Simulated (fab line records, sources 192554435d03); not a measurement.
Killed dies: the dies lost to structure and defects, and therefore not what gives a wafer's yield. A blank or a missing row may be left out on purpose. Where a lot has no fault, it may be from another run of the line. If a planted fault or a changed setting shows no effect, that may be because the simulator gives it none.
fab line records -- flow n5-finfet
[record] lots = 13, wafers = 33, last-day = 17
route steps=1938 shown GATE_CUT@466 BEOL_M15@1820 TV_LITHO@1883 PASSIVATION@1906
lots that met no fault: taken from a fault-free run of the same line
start-h: start of the lot's first displayed wafer, in hours after the record's first day -- wait-h: hours since the lot's step before -- " unchanged from the row above -- L1.1+2: a row that stands for several wafers -- - no value, or no start given -- * or withheld: withheld -- < > ~ a bound
route shown NAME@n: names a module that has steps shown in the file, with the first one's number in the route -- usual: the fault-free wafers' mean and standard deviation -- same: alike in all rows -- chamber/n: place in a boat -- sites: per-site readings -- _std_site: their standard deviation -- _edge_site: the outer-site mean with the inner-site mean subtracted -- radius-mm: how far each site lies from the wafer's centre -- mask NAME#n: copy n -- behind: the last tool/chamber to shape the wafer -- hold: the reason the lot was held/the length of the hold in hours/how it ended -- device: the transistor (n, p or np) that didn't switch -- end of line: at the end of the route, the tests of the same wafers -- step lacking rows: just its recipe -- killed: not the wafer's yield, but the dies lost to structure and defects at the first sort -- map: a wafer's dies, marking killed ones x, the rest . and places with no die _
set.NAME: the setting the step ran with; set.NAME@STEP: the setting that earlier step ran with -- model.NAME: the simulator's own value behind a step, which no gauge read
one table for each step of the route and one row for each wafer, over a sample of lots
services: when a tool's chamber went out of use (start-h, in hours from the record's first day, below 0 if earlier), for how many hours, and the reason
[[steps]]
[step N5_GATE_CUT_ETCH_56]
[recipe] chemistry = Cl2/Ar, target = TiN, target-depth-a = 216, pressure-mtorr = 10, icp-w = 600, bias-w = 60, Cl2_flow_sccm = 40, Ar_flow_sccm = 60
[usual] drypump-motor-current-A = 5.88/0.25, oes_ar_750_au = 0.77/0.076, oes-product-au = 0.78/0.075, throttle-valve-pct = 20.99/0.29
lot.wafer,tool,chamber,start-h,wait-h,drypump-motor-current-A,oes_ar_750_au,oes-product-au,rf-hours-counter-h,throttle-valve-pct
L380.4,rie-metal-01,0,85.50,0.1,6.31,0.94,0.90,-,21.04
L380.5,rie-metal-01,1,85.50,0.1,6.01,0.77,0.80,-,20.75
L380.6,rie-metal-01,0,85.50,0.1,6.30,0.94,0.90,-,21.04
L382.3,rie-metal-03,1,97.81,0.1,5.57,0.79,0.82,-,20.89
L382.6,rie-metal-03,0,97.81,0.1,5.80,0.80,0.82,-,20.89
L383.2,rie-metal-03,0,106.82,0.1,5.77,0.79,0.81,16,20.91
L383.3,rie-metal-03,0,106.82,0.1,5.78,0.80,0.81,-,20.90
L384.1,rie-metal-02,0,113.07,0.2,6.05,0.76,0.78,52,20.76
L384.2,rie-metal-02,0,113.07,0.2,6.00,0.77,0.78,-,20.76
L385.3,rie-metal-03,1,115.22,0.1,5.56,0.79,0.81,-,20.91
L385.5,rie-metal-03,0,115.22,0.1,5.77,0.80,0.80,-,20.91
L386.1,rie-metal-02,1,123.29,0.1,5.66,0.62,0.60,109,21.71
L386.6,rie-metal-02,1,123.29,0.1,5.67,0.62,0.60,-,21.70
L390.2,rie-metal-02,0,147.92,0.1,6.03,0.76,0.76,55,20.79
L390.4,rie-metal-02,1,147.92,0.1,5.67,0.62,0.60,-,21.70
L390.5,rie-metal-02,1,147.92,0.1,5.66,0.61,0.60,-,21.72
L392.3,rie-metal-02,0,157.85,0.1,6.04,0.75,0.77,-,20.76
L392.5,rie-metal-02,0,157.85,0.1,6.03,0.76,0.76,-,20.78
L392.6,rie-metal-02,1,157.85,0.1,5.65,0.61,0.60,-,21.71
L397.1,rie-metal-03,1,186.27,0.1,5.57,0.77,0.80,29,20.91
L397.2,rie-metal-03,0,186.27,0.1,5.78,0.78,0.79,23,20.95
L398.2,rie-metal-03,1,191.63,0.1,5.59,0.76,0.79,30,20.91
L398.3,rie-metal-03,1,191.63,0.1,5.55,0.77,0.79,-,20.92
L398.4,rie-metal-03,0,191.63,0.1,5.79,0.77,0.79,-,20.93
L400.2,rie-metal-03,0,206.26,0.1,5.79,0.77,0.78,25,20.93
L400.5,rie-metal-03,1,206.26,0.1,5.59,0.76,0.79,-,20.95
L400.6,rie-metal-03,0,206.26,0.1,5.79,0.77,0.78,-,20.93
L401.4,rie-metal-03,0,214.55,0.1,5.78,0.76,0.78,-,20.93
L401.5,rie-metal-03,0,214.55,0.1,5.79,0.77,0.79,-,20.93
L401.6,rie-metal-03,1,214.55,0.1,5.57,0.76,0.79,-,20.93
L402.2,rie-metal-01,0,222.40,0.1,6.31,0.86,0.83,19,21.07
L402.4,rie-metal-01,0,222.40,0.1,6.31,0.86,0.83,-,21.09
L402.6,rie-metal-01,1,222.40,0.1,6.02,0.74,0.76,-,20.78
[step N5_BEOL_M15_SPUTTER_44]
[recipe] material = Ta, target-thk-a = 150, temp-c = 50, bias-v = 80, power-w = 15000, chamber-pressure-pa = 0.07, time-s = 24.19
[usual] throttle-valve-pct = 29.7/0.95
lot.wafer,tool,chamber,start-h,wait-h,throttle-valve-pct
L380.4,pvd-sputter-03,-,257.09,0.0,28.6
L380.5,pvd-sputter-03,-,257.09,0.0,30.5
L380.6,pvd-sputter-03,-,257.09,0.0,30.1
L383.2,pvd-sputter-03,-,269.67,0.0,30.5
L383.3,pvd-sputter-03,-,269.67,0.0,28.8
L382.3,pvd-sputter-01,-,271.52,0.0,29.4
L382.6,pvd-sputter-01,-,271.52,0.0,32.1
L385.3,pvd-sputter-01,-,277.00,0.0,32.0
L385.5,pvd-sputter-01,-,277.00,0.0,29.6
L384.1,pvd-sputter-02,-,280.99,0.0,30.3
L384.2,pvd-sputter-02,-,280.99,0.0,30.2
L386.1,pvd-sputter-03,-,287.82,0.0,28.6
L386.6,pvd-sputter-03,-,287.82,0.0,30.0
L390.2,pvd-sputter-01,-,306.30,0.0,28.3
L390.4,pvd-sputter-01,-,306.30,0.0,29.5
L390.5,pvd-sputter-01,-,306.30,0.0,28.6
L392.3,pvd-sputter-02,-,331.22,0.0,28.6
L392.5,pvd-sputter-02,-,331.22,0.0,30.3
L392.6,pvd-sputter-02,-,331.22,0.0,30.0
L398.2,pvd-sputter-03,-,359.12,0.0,28.5
L398.3,pvd-sputter-03,-,359.12,0.0,30.7
L398.4,pvd-sputter-03,-,359.12,0.0,30.0
L397.1,pvd-sputter-03,-,360.66,0.0,30.6
L397.2,pvd-sputter-03,-,360.66,0.0,28.8
L400.2,pvd-sputter-03,-,369.19,0.0,30.7
L400.5,pvd-sputter-03,-,369.19,0.0,30.5
L400.6,pvd-sputter-03,-,369.19,0.0,28.9
L401.4,pvd-sputter-03,-,379.16,0.0,28.7
L401.5,pvd-sputter-03,-,379.16,0.0,28.8
L401.6,pvd-sputter-03,-,379.16,0.0,28.6
L402.2,pvd-sputter-01,-,396.71,0.0,32.2
L402.4,pvd-sputter-01,-,396.71,0.0,28.7
L402.6,pvd-sputter-01,-,396.71,0.0,32.1
[step N5_PASSIVATION_CD_MEAS_10]
[recipe] target-cd-nm = 3000, landing-energy-ev = 500, detector = se-inlens
[usual] cd-nm = 2997.8/2.9
[same] landing-energy-ev = 500
lot.wafer,tool,chamber,start-h,wait-h,cd-nm
L380.4,cd-sem-03,0,265.91,-,3001.2
L380.5,cd-sem-03,0,265.91,-,2998.9
L380.6,cd-sem-03,0,265.91,-,3003.1
L383.2,cd-sem-02,0,277.99,-,2997.7
L383.3,cd-sem-02,0,277.99,-,2996.7
L382.3,cd-sem-02,0,279.96,-,2999.3
L382.6,cd-sem-02,0,279.96,-,2994.1
L385.3,cd-sem-03,0,285.41,-,2994.6
L385.5,cd-sem-03,0,285.41,-,2996.3
L384.1,cd-sem-02,0,290.70,-,3000.1
L384.2,cd-sem-02,0,290.70,-,3000.9
L386.1,cd-sem-03,0,297.52,-,2998.0
L386.6,cd-sem-03,0,297.52,-,3001.0
L390.2,cd-sem-01,0,317.30,-,2995.7
L390.4,cd-sem-01,0,317.30,-,2993.8
L390.5,cd-sem-01,0,317.30,-,2995.8
L392.3,cd-sem-01,0,338.26,-,2996.6
L392.5,cd-sem-01,0,338.26,-,2993.8
L392.6,cd-sem-01,0,338.26,-,2995.7
L398.2,cd-sem-01,0,368.34,-,2996.4
L398.3,cd-sem-01,0,368.34,-,3002.3
L398.4,cd-sem-01,0,368.34,-,2996.0
L397.1,cd-sem-02,0,370.90,-,2993.1
L397.2,cd-sem-02,0,370.90,-,2994.1
L400.2,cd-sem-03,0,376.98,-,2997.0
L400.5,cd-sem-03,0,376.98,-,2997.6
L400.6,cd-sem-03,0,376.98,-,2996.5
L401.4,cd-sem-02,0,386.72,-,2996.0
L401.5,cd-sem-02,0,386.72,-,2997.0
L401.6,cd-sem-02,0,386.72,-,2993.2
L402.2,cd-sem-03,0,407.48,-,2995.3
L402.4,cd-sem-03,0,407.48,-,2994.0
L402.6,cd-sem-03,0,407.48,-,2994.0
[step N5_PASSIVATION_OVL_MEAS_63]
[recipe] points-per-wafer = 44
[usual] PAD_OVL = 2/5.2
lot.wafer,tool,chamber,start-h,wait-h,PAD_OVL[nm]
L380.4,overlay-02,0,267.39,0.0,7
L380.5,overlay-02,0,267.39,0.0,2
L380.6,overlay-02,0,267.39,0.0,-4
L383.2,overlay-01,0,279.88,0.0,2
L383.3,overlay-01,0,279.88,0.0,-1
L382.3,overlay-01,0,282.66,0.0,11
L382.6,overlay-01,0,282.66,0.0,1
L385.3,overlay-02,0,287.50,0.0,6
L385.5,overlay-02,0,287.50,0.0,3
L384.1,overlay-02,0,292.60,0.0,4
L384.2,overlay-02,0,292.60,0.0,10
L386.1,overlay-02,0,299.36,0.0,1
L386.6,overlay-02,0,299.36,0.0,-1
L390.2,overlay-01,0,318.93,0.0,-9
L390.4,overlay-01,0,318.93,0.0,-14
L390.5,overlay-01,0,318.93,0.0,-3
L392.3,overlay-01,0,340.82,0.0,4
L392.5,overlay-01,0,340.82,0.0,0
L392.6,overlay-01,0,340.82,0.0,4
L398.2,overlay-02,0,370.02,0.0,12
L398.3,overlay-02,0,370.02,0.0,1
L398.4,overlay-02,0,370.02,0.0,3
L397.1,overlay-02,0,373.52,0.0,7
L397.2,overlay-02,0,373.52,0.0,1
L400.2,overlay-02,0,378.85,0.0,1
L400.5,overlay-02,0,378.85,0.0,3
L400.6,overlay-02,0,378.85,0.0,1
L401.4,overlay-01,0,388.65,0.0,-3
L401.5,overlay-01,0,388.65,0.0,9
L401.6,overlay-01,0,388.65,0.0,5
L402.2,overlay-01,0,409.56,0.0,6
L402.4,overlay-01,0,409.56,0.0,13
L402.6,overlay-01,0,409.56,0.0,3
[step N5_PASSIVATION_PROBE_49]
[usual] killed_at_M0_to_M3 = 32/9.3, killed_at_M4_up = 14/4.9, killed-at-contacts = 15/7.5, killed-at-front-end = 40/11, killed-at-other = 4/3.3, killed-dies = 104/17, killed-on-rim = 13/4.2, killed-open = 68/14, killed-short = 33/7.9
[same] gross-dies = 1180, killed-at-back-side = 0
lot.wafer,tool,chamber,start-h,wait-h,killed_at_M0_to_M3,killed_at_M4_up,killed-at-contacts,killed-at-front-end,killed-at-other,killed-dies,killed-on-rim,killed-open,killed-short
L390.2,prober-02,-,324.91,0.1,32,18,13,151,5,219,27,49,42
L390.4,prober-02,-,325.01,0.2,24,11,9,149,9,202,31,58,34
L390.5,prober-02,-,325.06,0.2,33,12,24,131,7,207,31,77,37
L392.3,prober-02,-,346.16,0.1,18,26,13,192,16,265,44,87,27
L392.5,prober-02,-,346.26,0.2,31,17,18,159,4,229,27,75,32
L392.6,prober-02,-,346.31,0.3,51,8,26,124,9,218,42,87,33
// killed by level:class
L390.2 GATE_CUT:unspecified=126 BEOL_M0_SAQP:geometric-particle:short=10 BEOL_M4:geometric-particle:open=8 BEOL_M3:geometric-particle:open=8 MOL_CONTACT_COAG:geometric-particle:short=7 MOL_CONTACT_COAG:geometric-particle:open=6 FIN_SAQP:geometric-particle:open=5 FIN_SAQP:geometric-particle:short=5
L390.4 GATE_CUT:unspecified=90 HKMG_FIN:area-etch=16 FIN_SAQP:geometric-particle:short=14 FIN_SAQP:geometric-particle:open=11 MOL_CONTACT_COAG:geometric-particle:open=9 STI_FIN_REVEAL:geometric-particle:open=8 BEOL_M0_SAQP:geometric-particle:open=6 BEOL_M3:geometric-particle:open=5
L390.5 GATE_CUT:unspecified=86 MOL_CONTACT_COAG:geometric-particle:open=22 FIN_SAQP:geometric-particle:open=12 FIN_SAQP:geometric-particle:short=11 BEOL_M0_SAQP:geometric-particle:open=6 BEOL_M3:geometric-particle:open=6 BEOL_M1:geometric-particle:open=5 BEOL_M1:geometric-particle:short=5
L392.3 GATE_CUT:unspecified=136 STI_FIN_REVEAL:geometric-particle:open=30 BEOL_M4:geometric-particle:open=18 PASSIVATION:area-etch=14 MOL_CONTACT_COAG:geometric-particle:open=11 GATE_CUT:geometric-particle:short=6 BEOL_M2:geometric-particle:open=6 BEOL_M3:geometric-particle:open=5
L392.5 GATE_CUT:unspecified=121 STI_FIN_REVEAL:geometric-particle:open=10 MOL_CONTACT_COAG:geometric-particle:open=10 BEOL_M2:geometric-particle:open=9 BEOL_M1:geometric-particle:open=8 BEOL_M4:geometric-particle:open=8 MOL_CONTACT_COAG:geometric-particle:short=7 GATE_CUT:geometric-particle:short=6
L392.6 GATE_CUT:unspecified=91 MOL_CONTACT_COAG:geometric-particle:open=22 BEOL_M0_SAQP:geometric-particle:short=14 STI_FIN_REVEAL:geometric-particle:open=10 BEOL_M2:geometric-particle:open=8 BEOL_M3:geometric-particle:open=8 GATE_CUT:geometric-particle:open=7 BEOL_M0_SAQP:geometric-particle:open=7
[[services]]
tool,chamber,start-h,hours,kind
rie-metal-03,1,72.18,1.8,repair
rie-metal-01,-,76.78,1.8,repair
rie-metal-02,1,99.95,16.6,repair
rie-metal-03,-,125.06,2.8,pm
rie-metal-02,1,252.48,-,clean
rie-metal-02,1,252.48,16.5,scheduled-down
rie-metal-02,1,252.48,16.5,vent-cycle
rie-metal-02,0,288.25,18.7,repair
rie-metal-03,-,350.90,0.3,repair
rie-metal-01,-,360.14,0.3,repair
[[key]]
[first-sign] step = N5_PASSIVATION_PROBE_49, reading = killed-at-front-end, direction = up, sigmas = 9.9, usual = 40, struck = 151
[effect] step = N5_PASSIVATION_PROBE_49, reading = killed-dies, direction = up, sigmas = 7, usual = 104, struck = 223
[more-kills-born-at] N5_GATE_CUT_ETCH_56@rie-metal-02 = 650
met-at N5_GATE_CUT_ETCH_56
struck-lots L390,L392
tester-left-out L390,L392
[baseline-loss] step = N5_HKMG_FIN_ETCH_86, wafers = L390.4
[baseline-loss] step = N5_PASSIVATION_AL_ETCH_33, wafers = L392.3
not-acting-at N5_BEOL_M15_SPUTTER_44,N5_PASSIVATION_CD_MEAS_10,N5_PASSIVATION_OVL_MEAS_63
onset-between 123.29 147.92
[fault] kind = chamber-particle-source, tool = rie-metal-02, chamber = -, onset-h = 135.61, steps = N5_GATE_CUT_ETCH_56, rate-per-visit-cm2 = 1.8378, end-h = 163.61
// tester-left-out: of these lots the tester's yield and bins aren't shown, on N5 and GAA mostly nor the transistor test; their killed dies are dies lost to structure and defects alone, not to doping, threshold or leakage, so they don't give the yield
// baseline-loss: these wafers lose ten dies or more at that step, a loss of the line's own and not of a fault; the sort's usual values leave them out
